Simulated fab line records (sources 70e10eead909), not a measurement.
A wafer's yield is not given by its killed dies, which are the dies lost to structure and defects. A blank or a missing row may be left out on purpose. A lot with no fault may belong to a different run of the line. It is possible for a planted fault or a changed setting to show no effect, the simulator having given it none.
fab line records	flow nand_harc
record: lots: 24	wafers: 72	last_day: 33
route steps=1302 shown P_CONTACT@235 P_M0@284 P_M1@296 P_M2@339 P_BONDPAD@364 A_ONON_D2@546
lots that met no fault: from a run of the same line without faults
start_h: hours from the record's first day to the start of the lot's first wafer shown	wait_h: hours elapsed since this lot's preceding step	" the same as in the row above	L1.1+2: a row that stands for several wafers	- no value present, or no start provided	* or withheld: withheld	< > ~ a bound
route shown NAME@n: a module of which the file shows steps, and the number in the route of the first	usual: mean/standard deviation taken from wafers without a fault	same: alike in all rows	chamber/n: place in a boat	sites: each site's reading	_std_site: standard deviation across them	_edge_site: the outer-site mean with the inner-site mean subtracted	radius_mm: for every site, how far away it sits from the centre of the wafer	mask NAME#n: copy n	behind: the last tool/chamber to shape the wafer	hold: the reason the lot was held/the length of the hold in hours/how it ended	device: whichever transistor did not switch (one of n, p or np)	end of line: the same wafers' tests at the end of the route	a step given without rows: its recipe and nothing more	killed: dies lost to structure and defects at the first sort, not the wafer's yield	map: shows each die of a wafer: x if killed, . if not, _ if none is there
set.NAME: the run value of the setting; set.NAME@STEP: its run value at that earlier step	model.NAME: the simulator's own value behind a step, which no gauge read
route steps across a sampled set of lots; one table per step, one row per wafer
services: when a tool's chamber went out of use (start_h, in hours from the record's first day, below 0 if earlier), for how many hours, and the reason
== steps ==
step: NHARC_P_CONTACT_DESCUM_17
recipe: time_s: 3	o2_flow_sccm: 200	ar_flow_sccm: 0	bias_power_w: 0	chemistry: O2
usual: drypump_motor_current_A: 5.6/0.41	oes_product_au: 1.008/0.013	rf_vpp_V: 57.6/0.82	showerhead_plenum_p_Torr: 1.90/0.071	throttle_valve_pct: 11.311/0.009
lot.wafer	tool	chamber	start_h	wait_h	drypump_motor_current_A	oes_product_au	rf_hours_counter_h	rf_vpp_V	showerhead_plenum_p_Torr	throttle_valve_pct
L074.2	rie_diel-13	2	120.13	0.1	6.2	1.002	3.1	58.3	2.00	11.301
L074.3	"	3	"	"	6.1	1.008	3.3	57.9	1.83	11.326
L074.4	"	0	"	"	5.8	1.000	3.2	56.8	1.83	11.299
L075.2	rie_diel-04	0	126.06	0.1	6.0	1.015	4.7	58.0	1.87	11.323
L075.3	"	1	"	"	5.7	1.009	5.4	58.6	1.89	11.314
L075.5	"	1	"	"	5.7	1.014	-	58.5	1.88	11.303
L076.1	rie_diel-04	3	134.56	0.1	4.9	1.029	5.3	58.0	1.90	11.297
L076.6	"	1	"	"	5.8	1.029	-	57.3	1.88	11.319
L076.5	"	2	"	"	5.0	1.000	-	58.0	1.97	11.292
L078.2	rie_diel-04	1	158.97	0.1	5.8	1.018	7.3	57.6	1.88	11.308
L078.4	"	3	"	"	4.9	1.019	6.6	56.9	1.90	11.290
L078.5	"	2	"	"	5.0	0.992	-	57.5	1.97	11.310
L077.1	rie_diel-13	1	159.63	0.1	5.2	0.991	4.0	57.7	2.03	11.303
L077.6	"	1	"	"	5.2	0.989	-	57.7	2.03	11.317
L077.5	"	2	"	"	6.2	0.999	-	57.7	2.00	11.311
L079.2	rie_diel-04	3	174.08	0.1	4.9	1.017	7.0	57.6	1.90	11.313
L079.4	"	0	"	"	6.0	1.025	6.8	57.8	1.87	11.307
L079.5	"	3	"	"	4.9	1.006	-	58.5	1.90	11.315
L080.4	rie_diel-13	3	175.01	0.1	6.1	1.004	0	58.2	1.83	11.323
L080.3	"	2	"	"	6.2	0.975	0	57.9	2.00	11.292
L080.6	"	3	"	"	6.1	1.006	-	58.0	1.83	11.322
L081.4	rie_diel-05	1	196.97	0.1	5.6	1.027	2.8	57.8	1.90	11.322
L081.6	"	2	"	"	5.7	1.017	-	57.7	1.79	11.299
L081.5	"	3	"	"	5.5	0.991	-	57.5	1.94	11.322
L082.4	rie_diel-13	3	202.00	0.1	6.1	0.991	0.7	57.4	1.83	11.315
L082.1	"	2	"	"	6.3	0.993	0.6	56.8	2.00	11.335
L082.5	"	3	"	"	6.1	0.995	-	58.1	1.83	11.308
L083.2	rie_diel-04	0	216.35	0.1	6.0	1.023	1.2	57.6	1.87	11.315
L083.1	"	2	"	"	5.0	0.980	0.9	59.0	1.97	11.310
L083.6	"	3	"	"	4.9	1.026	-	58.2	1.90	11.322
L084.2	rie_diel-05	0	217.40	0.1	5.5	1.011	3.2	58.9	1.83	11.297
L084.3	"	1	"	"	5.6	1.016	3.2	57.8	1.90	11.319
L084.4	"	0	"	"	5.5	1.000	-	55.4	1.83	11.311
L086.2	rie_diel-13	3	231.80	0.1	6.1	1.013	1.4	57.8	1.83	11.310
L086.1	"	2	"	"	6.2	0.992	1.4	58.9	2.00	11.300
L086.5	"	3	"	"	6.1	1.013	-	56.6	1.83	11.324
L085.4	rie_diel-04	0	232.55	0.1	6.0	1.001	2.9	56.8	1.87	11.311
L085.1	"	1	"	"	5.8	1.013	3.0	56.4	1.88	11.313
L085.5	"	3	"	"	4.9	1.020	-	58.3	1.90	11.323
L087.3	rie_diel-04	1	242.37	0.1	5.8	1.018	3.4	57.3	1.88	11.310
L087.1	"	3	"	"	4.9	1.017	3.3	57.5	1.90	11.312
L087.2	"	0	"	"	6.0	1.009	3.5	56.6	1.87	11.307
L088.4	rie_diel-05	3	266.55	0.1	5.5	1.018	0.5	58.3	1.94	11.306
L088.3	"	0	"	"	5.5	1.028	0.5	57.9	1.83	11.316
L088.1	"	1	"	"	5.6	1.021	0.5	56.2	1.90	11.307
L089.3	rie_diel-04	1	270.96	0.1	5.8	0.999	5.5	58.0	1.88	11.319
L089.1	"	2	"	"	5.0	0.984	5.5	57.4	1.97	11.318
L089.2	"	0	"	"	6.0	1.025	5.0	55.9	1.87	11.323
L090.1	rie_diel-05	1	274.04	0.1	5.6	1.003	0.8	58.6	1.90	11.305
L090.4	"	2	"	"	5.7	1.005	0.9	57.8	1.79	11.311
L090.3	"	0	"	"	5.5	1.012	0.9	56.8	1.83	11.310
L091.3	rie_diel-04	2	294.08	0.1	5.0	0.986	6.4	57.6	1.97	11.335
L091.1	"	1	"	"	5.7	1.030	6.5	58.0	1.88	11.313
L091.5	"	3	"	"	4.9	1.005	-	57.0	1.90	11.305
L092.2	rie_diel-13	2	298.30	0.1	6.2	0.986	2.8	59.2	2.00	11.306
L092.4	"	3	"	"	6.1	0.997	2.8	56.7	1.83	11.302
L092.1	"	1	"	"	5.2	1.024	3.0	57.7	2.03	11.304
L093.3	rie_diel-13	0	304.90	0.1	5.8	1.012	3.3	58.1	1.83	11.304
L093.1	"	3	"	"	6.1	1.007	3.0	56.0	1.83	11.320
L093.5	"	1	"	"	5.2	1.022	-	58.8	2.03	11.305
L094.1	rie_diel-13	0	322.17	0.1	5.8	1.018	3.8	56.0	1.83	11.309
L094.4	"	0	"	"	5.8	1.022	-	58.5	1.83	11.306
L094.5	"	1	"	"	5.2	1.025	-	58.4	2.03	11.323
L095.1	rie_diel-13	1	324.74	0.1	5.2	1.011	4.5	56.7	2.03	11.308
L095.4	"	1	"	"	5.2	1.012	-	58.4	2.03	11.310
L095.3	"	0	"	"	5.8	1.002	-	56.4	1.83	11.307
L096.3	rie_diel-05	0	337.23	0.1	5.5	1.003	2.2	58.0	1.83	11.309
L096.2	"	1	"	"	5.6	1.008	2.1	57.4	1.90	11.315
L096.1	"	2	"	"	5.7	1.004	2.2	56.4	1.79	11.314
L097.1	rie_diel-05	0	344.19	0.1	5.5	0.999	2.7	56.4	1.83	11.307
L097.5	"	0	"	"	5.5	1.003	-	55.9	1.83	11.302
L097.6	"	1	"	"	5.6	1.011	-	57.8	1.90	11.311
step: NHARC_P_M0_DEP_32
recipe: target_thk_a: 300	temp_c: 370	target_thk_nm: 30	pressure_torr: 3	flow_sccm: 200	rf_w: 450	material: SiCN
usual: heater_power_w: 564/77
lot.wafer	tool	chamber	start_h	wait_h	heater_power_w
L074.3	pecvd-03	0	127.31	0.1	625
L074.2	"	1	"	"	436
L074.4	"	0	"	"	643
L075.3	pecvd-03	0	133.12	0.1	576
L075.2	"	1	"	"	535
L075.5	"	0	"	"	586
L076.1	pecvd-04	0	141.83	0.1	610
L076.5	"	1	"	"	535
L076.6	"	0	"	"	609
L078.2	pecvd-03	2	165.92	0.1	669
L078.5	"	1	"	"	471
L078.4	"	2	"	"	675
L077.1	pecvd-01	0	166.69	0.1	622
L077.5	"	2	"	"	615
L077.6	"	0	"	"	618
L079.2	pecvd-01	0	181.38	0.1	620
L079.5	"	1	"	"	570
L079.4	"	2	"	"	613
L080.3	pecvd-04	1	181.91	0.1	538
L080.4	"	1	"	"	553
L080.6	"	2	"	"	403
L081.4	pecvd-04	2	203.76	0.2	386
L081.5	"	0	"	"	525
L081.6	"	1	"	"	562
L082.1	pecvd-01	2	208.77	0.1	579
L082.4	"	2	"	"	583
L082.5	"	2	"	"	578
L083.2	pecvd-01	0	223.13	0.1	667
L083.1	"	1	"	"	576
L083.6	"	0	"	"	654
L084.2	pecvd-01	0	224.25	0.1	602
L084.3	"	1	"	"	614
L084.4	"	2	"	"	525
L086.1	pecvd-01	1	239.11	0.1	510
L086.2	"	2	"	"	612
L086.5	"	1	"	"	538
L085.1	pecvd-01	1	240.03	0.1	535
L085.4	"	0	"	"	615
L085.5	"	1	"	"	535
L087.2	pecvd-04	2	249.04	0.1	431
L087.3	"	0	"	"	583
L087.1	"	1	"	"	519
L088.1	pecvd-01	0	274.01	0.1	693
L088.3	"	1	"	"	573
L088.4	"	0	"	"	681
L089.3	pecvd-01	0	278.82	0.1	693
L089.2	"	1	"	"	568
L089.1	"	2	"	"	580
L090.3	pecvd-03	1	281.49	0.1	528
L090.1	"	2	"	"	584
L090.4	"	2	"	"	582
L091.1	pecvd-03	2	301.02	0.1	566
L091.3	"	0	"	"	562
L091.5	"	0	"	"	557
L092.2	pecvd-04	2	305.16	0.1	352
L092.1	"	1	"	"	494
L092.4	"	2	"	"	355
L093.3	pecvd-04	0	311.66	0.1	551
L093.1	"	1	"	"	576
L093.5	"	2	"	"	415
L094.1	pecvd-01	1	332.60	0.1	563
L094.4	"	0	"	"	610
L094.5	"	2	"	"	554
L095.3	pecvd-01	1	332.94	0.1	531
L095.1	"	2	"	"	524
L095.4	"	0	"	"	682
L096.3	pecvd-04	0	345.38	0.1	608
L096.2	"	1	"	"	539
L096.1	"	2	"	"	391
L097.1	pecvd-03	2	351.09	0.1	666
L097.5	"	0	"	"	586
L097.6	"	1	"	"	440
step: NHARC_P_M1_OVL_MEAS_10
recipe: pitch_nm: 260
usual: overlay_x_nm: -0.2/0.89	overlay_y_nm: 0.2/0.73
lot.wafer	tool	chamber	start_h	wait_h	overlay_x_nm	overlay_y_nm
L074.2	overlay-02	-	128.61	-	-1.1	0.0
L074.3	"	-	"	"	-0.3	0.2
L074.4	"	-	"	"	-1.0	0.3
L075.2	overlay-01	-	134.41	-	2.0	0.9
L075.3	"	-	"	"	1.8	0.6
L075.5	"	-	"	"	1.2	0.5
L076.1	overlay-01	-	143.08	-	-1.6	-0.2
L076.5	"	-	"	"	-1.3	0.6
L076.6	"	-	"	"	-1.4	0.5
L078.2	overlay-02	-	167.17	-	0.1	0.4
L078.4	"	-	"	"	0.3	0.4
L078.5	"	-	"	"	-0.5	-0.1
L077.1	overlay-01	-	167.92	-	-0.6	1.2
L077.5	"	-	"	"	-0.1	1.8
L077.6	"	-	"	"	-0.3	1.2
L079.2	overlay-02	-	182.51	-	0.1	-1.2
L079.4	"	-	"	"	-0.4	-1.1
L079.5	"	-	"	"	0.2	-1.5
L080.3	overlay-01	-	183.25	-	0.6	-0.7
L080.4	"	-	"	"	0.5	-0.9
L080.6	"	-	"	"	0.6	-0.7
L081.4	overlay-02	-	204.82	-	-1.6	0.6
L081.5	"	-	"	"	-1.4	0.3
L081.6	"	-	"	"	-1.1	0.2
L082.1	overlay-01	-	210.04	-	0.4	-0.4
L082.4	"	-	"	"	0.9	0.0
L082.5	"	-	"	"	0.5	-0.5
L083.1	overlay-01	-	224.46	-	0.2	0.7
L083.2	"	-	"	"	0.0	1.1
L083.6	"	-	"	"	0.3	0.5
L084.2	overlay-02	-	225.58	-	-1.5	0.8
L084.3	"	-	"	"	-1.6	0.6
L084.4	"	-	"	"	-1.2	0.8
L086.1	overlay-01	-	240.40	-	1.0	0.6
L086.2	"	-	"	"	1.1	0.5
L086.5	"	-	"	"	0.7	0.6
L085.1	overlay-01	-	241.32	-	0.2	0.6
L085.4	"	-	"	"	-0.6	0.3
L085.5	"	-	"	"	-0.2	0.2
L087.1	overlay-02	-	250.36	-	1.1	0.0
L087.2	"	-	"	"	1.3	-0.5
L087.3	"	-	"	"	0.9	-0.1
L088.1	overlay-02	-	275.28	-	0.4	-0.4
L088.3	"	-	"	"	0.6	-0.2
L088.4	"	-	"	"	0.3	-0.2
L089.1	overlay-01	-	280.18	-	-1.1	0.9
L089.2	"	-	"	"	-1.4	1.1
L089.3	"	-	"	"	-1.0	0.8
L090.1	overlay-02	-	282.82	-	0.2	0.1
L090.3	"	-	"	"	0.3	-0.2
L090.4	"	-	"	"	0.6	0.0
L091.1	overlay-02	-	302.35	-	-0.4	-0.7
L091.3	"	-	"	"	-0.5	-0.7
L091.5	"	-	"	"	-1.0	-0.8
L092.1	overlay-01	-	306.37	-	-0.6	0.3
L092.2	"	-	"	"	-0.3	0.1
L092.4	"	-	"	"	-0.3	-0.3
L093.1	overlay-02	-	312.95	-	-1.0	1.2
L093.3	"	-	"	"	-1.3	0.5
L093.5	"	-	"	"	-1.1	0.9
L094.1	overlay-02	-	333.77	-	-1.5	-0.5
L094.4	"	-	"	"	-1.4	-0.7
L094.5	"	-	"	"	-1.6	-0.4
L095.1	overlay-02	-	334.13	-	-0.3	0.6
L095.3	"	-	"	"	0.0	0.8
L095.4	"	-	"	"	0.0	0.9
L096.1	overlay-02	-	346.71	-	-0.3	-0.1
L096.2	"	-	"	"	-0.1	-0.7
L096.3	"	-	"	"	-0.4	-0.2
L097.1	overlay-02	-	352.21	-	-0.4	0.2
L097.5	"	-	"	"	-0.3	0.6
L097.6	"	-	"	"	-0.2	0.1
step: NHARC_P_M2_PRE_CLEAN_30
recipe: time_s: 30	temp_c: 280	gas: H2/He
usual: heater_power_w: 397/25
lot.wafer	tool	chamber	start_h	wait_h	heater_power_w
L074.4	pvd_sputter-03	-	-	-	438
L074.2	"	-	"	"	382
L074.3	"	-	"	"	400
L075.2	pvd_sputter-01	-	-	-	440
L075.3	"	-	"	"	407
L075.5	"	-	"	"	407
L076.1	pvd_sputter-03	-	-	-	397
L076.6	"	-	"	"	398
L076.5	"	-	"	"	400
L078.4	pvd_sputter-02	-	-	-	396
L078.2	"	-	"	"	378
L078.5	"	-	"	"	370
L077.1	pvd_sputter-01	-	-	-	435
L077.6	"	-	"	"	399
L077.5	"	-	"	"	402
L079.2	pvd_sputter-02	-	-	-	345
L079.4	"	-	"	"	394
L079.5	"	-	"	"	367
L080.3	pvd_sputter-03	-	-	-	395
L080.4	"	-	"	"	387
L080.6	"	-	"	"	407
L081.4	pvd_sputter-01	-	-	-	402
L081.6	"	-	"	"	404
L081.5	"	-	"	"	408
L082.1	pvd_sputter-03	-	-	-	380
L082.4	"	-	"	"	430
L082.5	"	-	"	"	383
L083.2	pvd_sputter-02	-	-	-	410
L083.1	"	-	"	"	347
L083.6	"	-	"	"	393
L084.2	pvd_sputter-03	-	-	-	407
L084.3	"	-	"	"	386
L084.4	"	-	"	"	419
L086.1	pvd_sputter-03	-	-	-	411
L086.2	"	-	"	"	400
L086.5	"	-	"	"	371
L085.4	pvd_sputter-03	-	-	-	417
L085.1	"	-	"	"	393
L085.5	"	-	"	"	407
L087.3	pvd_sputter-03	-	-	-	385
L087.1	"	-	"	"	433
L087.2	"	-	"	"	393
L088.3	pvd_sputter-02	-	-	-	374
L088.4	"	-	"	"	403
L088.1	"	-	"	"	345
L089.3	pvd_sputter-01	-	-	-	389
L089.1	"	-	"	"	397
L089.2	"	-	"	"	408
L090.3	pvd_sputter-01	-	-	-	454
L090.4	"	-	"	"	394
L090.1	"	-	"	"	388
L091.3	pvd_sputter-03	-	-	-	409
L091.1	"	-	"	"	433
L091.5	"	-	"	"	418
L092.1	pvd_sputter-03	-	-	-	378
L092.4	"	-	"	"	387
L092.2	"	-	"	"	411
L093.3	pvd_sputter-02	-	-	-	379
L093.1	"	-	"	"	374
L093.5	"	-	"	"	370
L094.4	pvd_sputter-02	-	-	-	368
L094.1	"	-	"	"	381
L094.5	"	-	"	"	381
L095.3	pvd_sputter-03	-	-	-	385
L095.4	"	-	"	"	426
L095.1	"	-	"	"	384
L096.1	pvd_sputter-01	-	-	-	400
L096.3	"	-	"	"	449
L096.2	"	-	"	"	397
L097.1	pvd_sputter-02	-	-	-	379
L097.5	"	-	"	"	373
L097.6	"	-	"	"	435
step: NHARC_P_BONDPAD_CD_MEAS_09
recipe: target_cd_nm: 500	landing_energy_ev: 500
usual: cd_nm: 501.1/2.3
lot.wafer	tool	chamber	start_h	wait_h	cd_nm
L074.2	cd_sem-03	0	137.09	-	501.8
L074.3	"	0	"	"	502.6
L074.4	"	0	"	"	499.3
L075.2	cd_sem-03	0	143.79	-	497.6
L075.3	"	0	"	"	498.2
L075.5	"	0	"	"	503.5
L076.1	cd_sem-02	0	151.65	-	500.6
L076.5	"	0	"	"	500.9
L076.6	"	0	"	"	499.4
L078.2	cd_sem-03	0	176.28	-	495.7
L078.4	"	0	"	"	502.4
L078.5	"	0	"	"	500.4
L077.1	cd_sem-03	0	176.61	-	502.2
L077.5	"	0	"	"	497.8
L077.6	"	0	"	"	497.0
L079.2	cd_sem-03	0	191.80	-	502.0
L079.4	"	0	"	"	499.5
L079.5	"	0	"	"	495.1
L080.3	cd_sem-01	0	191.96	-	500.0
L080.4	"	0	"	"	502.3
L080.6	"	0	"	"	498.6
L081.4	cd_sem-02	0	213.73	-	502.7
L081.5	"	0	"	"	499.0
L081.6	"	0	"	"	503.8
L082.1	cd_sem-02	0	218.57	-	504.5
L082.4	"	0	"	"	501.0
L082.5	"	0	"	"	500.4
L083.1	cd_sem-02	0	233.14	-	497.8
L083.2	"	0	"	"	496.0
L083.6	"	0	"	"	500.7
L084.2	cd_sem-03	0	234.40	-	501.6
L084.3	"	0	"	"	502.8
L084.4	"	0	"	"	505.2
L086.1	cd_sem-03	0	249.26	-	503.5
L086.2	"	0	"	"	503.9
L086.5	"	0	"	"	503.2
L085.1	cd_sem-02	0	249.93	-	502.0
L085.4	"	0	"	"	503.1
L085.5	"	0	"	"	498.3
L087.1	cd_sem-02	0	259.12	-	498.3
L087.2	"	0	"	"	501.9
L087.3	"	0	"	"	503.3
L088.1	cd_sem-03	0	283.87	-	501.5
L088.3	"	0	"	"	498.8
L088.4	"	0	"	"	501.9
L089.1	cd_sem-03	0	288.71	-	497.3
L089.2	"	0	"	"	500.2
L089.3	"	0	"	"	498.4
L090.1	cd_sem-01	0	291.47	-	499.3
L090.3	"	0	"	"	504.1
L090.4	"	0	"	"	502.4
L091.1	cd_sem-02	0	311.20	-	501.4
L091.3	"	0	"	"	499.9
L091.5	"	0	"	"	504.4
L092.1	cd_sem-03	0	314.98	-	499.1
L092.2	"	0	"	"	497.4
L092.4	"	0	"	"	504.7
L093.1	cd_sem-02	0	321.64	-	504.3
L093.3	"	0	"	"	504.2
L093.5	"	0	"	"	500.2
L094.1	cd_sem-02	0	342.55	-	501.4
L094.4	"	0	"	"	502.8
L094.5	"	0	"	"	498.6
L095.1	cd_sem-02	0	343.07	-	502.3
L095.3	"	0	"	"	502.6
L095.4	"	0	"	"	499.1
L096.1	cd_sem-01	0	355.12	-	502.1
L096.2	"	0	"	"	504.5
L096.3	"	0	"	"	498.7
L097.1	cd_sem-02	0	360.77	-	498.8
L097.5	"	0	"	"	503.7
L097.6	"	0	"	"	500.2
step: NHARC_A_ONON_D2_THK_MEAS_02
recipe: thk_meas_gauge: ellipsometry
usual: thk_nm: 1001/9.4
lot.wafer	tool	chamber	start_h	wait_h	thk_nm
L075.2	film_metro-01	-	277.17	-	1006
L075.3	"	-	"	"	1007
L075.5	"	-	"	"	1005
L074.2	film_metro-02	-	281.99	-	1000
L074.3	"	-	"	"	1001
L074.4	"	-	"	"	1001
L076.1	film_metro-02	-	291.88	-	1011
L076.5	"	-	"	"	1011
L076.6	"	-	"	"	1011
L078.2	film_metro-01	-	314.78	-	1015
L078.4	"	-	"	"	1015
L078.5	"	-	"	"	1014
L077.1	film_metro-02	-	314.92	-	995
L077.5	"	-	"	"	995
L077.6	"	-	"	"	996
L080.3	film_metro-01	-	320.63	-	1007
L080.4	"	-	"	"	1007
L080.6	"	-	"	"	1008
L079.2	film_metro-02	-	320.67	-	998
L079.4	"	-	"	"	1000
L079.5	"	-	"	"	999
L081.4	film_metro-02	-	346.42	-	984
L081.5	"	-	"	"	985
L081.6	"	-	"	"	984
L082.1	film_metro-02	-	359.12	-	999
L082.4	"	-	"	"	998
L082.5	"	-	"	"	997
L083.1	film_metro-02	-	371.92	-	988
L083.2	"	-	"	"	988
L083.6	"	-	"	"	987
L084.2	film_metro-01	-	379.49	-	982
L084.3	"	-	"	"	981
L084.4	"	-	"	"	980
L086.1	film_metro-01	-	384.63	-	1015
L086.2	"	-	"	"	1015
L086.5	"	-	"	"	1020
L085.1	film_metro-02	-	394.65	-	1010
L085.4	"	-	"	"	1012
L085.5	"	-	"	"	1010
L087.1	film_metro-01	-	402.69	-	1006
L087.2	"	-	"	"	1005
L087.3	"	-	"	"	1005
L088.1	film_metro-01	-	424.89	-	997
L088.3	"	-	"	"	995
L088.4	"	-	"	"	993
L090.1	film_metro-01	-	432.81	-	992
L090.3	"	-	"	"	990
L090.4	"	-	"	"	990
L089.1	film_metro-02	-	432.84	-	1005
L089.2	"	-	"	"	1005
L089.3	"	-	"	"	1004
L092.1	film_metro-01	-	446.60	-	1000
L092.2	"	-	"	"	1001
L092.4	"	-	"	"	1001
L091.1	film_metro-01	-	449.17	-	992
L091.3	"	-	"	"	991
L091.5	"	-	"	"	992
L093.1	film_metro-01	-	454.38	-	1011
L093.3	"	-	"	"	1010
L093.5	"	-	"	"	1011
L094.1	film_metro-02	-	483.92	-	1009
L094.4	"	-	"	"	1008
L094.5	"	-	"	"	1012
L095.1	film_metro-01	-	483.92	-	1002
L095.3	"	-	"	"	1001
L095.4	"	-	"	"	1001
L097.1	film_metro-02	-	496.89	-	1004
L097.5	"	-	"	"	1007
L097.6	"	-	"	"	1005
L096.1	film_metro-01	-	496.90	-	998
L096.2	"	-	"	"	997
L096.3	"	-	"	"	997
== services ==
tool	chamber	start_h	hours	kind
pvd_sputter-02	-	104.03	10.0	pm
pecvd-01	-	112.09	0.6	repair
pecvd-01	-	130.20	13.0	pm
pecvd-01	2	154.53	7.0	repair
rie_diel-13	-	165.01	9.0	pm
pvd_sputter-03	-	170.05	10.0	pm
rie_diel-04	-	177.90	9.0	pm
pecvd-01	1	191.63	22.7	repair
pecvd-01	-	213.82	0.9	repair
pecvd-01	0	228.81	4.1	repair
rie_diel-04	2	250.81	3.6	repair
rie_diel-13	-	259.32	0.2	repair
pecvd-04	-	269.00	13.0	pm
pvd_sputter-03	-	273.05	12.4	repair
pvd_sputter-02	-	282.03	10.0	pm
rie_diel-04	2	308.22	9.9	repair
pecvd-01	-	311.20	13.0	pm
rie_diel-13	2	315.50	9.8	repair
rie_diel-13	3	324.55	11.4	repair
rie_diel-04	1	331.78	1.3	repair
pecvd-01	2	334.70	9.5	repair
rie_diel-13	-	342.01	9.0	pm
pvd_sputter-03	-	348.10	10.0	pm
rie_diel-04	-	354.90	9.0	pm
== key ==
fault none
